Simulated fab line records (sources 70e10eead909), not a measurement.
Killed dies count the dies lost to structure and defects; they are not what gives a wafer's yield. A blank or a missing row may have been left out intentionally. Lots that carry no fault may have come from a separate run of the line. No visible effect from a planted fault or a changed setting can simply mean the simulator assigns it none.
Matching of chambers    flow nand_harc    3 sister chambers for NHARC_A_STAIRCASE_DEP_301 on pecvd-04
The step deposits SiON, target thk 30 nm. 6 wafers are shown with their chamber, then 7 later ones without.

## WAFERS WITH THEIR CHAMBER
wafer   chamber  heater_power_w (W)
L076.3  1        605
L080.2  0        776
L080.4  2        716
L080.5  1        706
L081.1  0        793
L081.3  2        894

## WAFERS WHOSE CHAMBER IS MISSING
wafer   heater_power_w (W)
L081.4  921
L084.1  778
L084.3  907
L084.4  785
L095.1  902
L095.3  651
L095.5  810

## CHAMBER TAKEN BY EACH
wafer   from the rows above           in truth
L081.4  can't be placed: 2 or 0 or 1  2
L084.1  can't be placed: 0 or 2 or 1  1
L084.3  can't be placed: 2 or 0 or 1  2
L084.4  can't be placed: 0 or 2 or 1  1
L095.1  can't be placed: 2 or 0 or 1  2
L095.3  can't be placed: 1 or 0 or 2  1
L095.5  can't be placed: 2 or 0 or 1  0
Correctly placed: 0 of 7. Unplaceable from these rows: 7, with the true chamber sitting among the candidates in 7. Wrongly placed: 0.
How it was worked out, from the rows above alone: a wafer's distance from a chamber is the root of the sum, over the readings, of the square of ((its reading less the chamber's mean) divided by the reading's scatter). If the next closest chamber is less than 2 further off than the closest, the wafer can't be placed; otherwise it belongs to the closest. A chamber's mean is the mean of its shown wafers. The scatter: take each reading less its chamber's mean, square it, sum over the shown wafers, divide by the number of wafers less the number of chambers, and take the root.
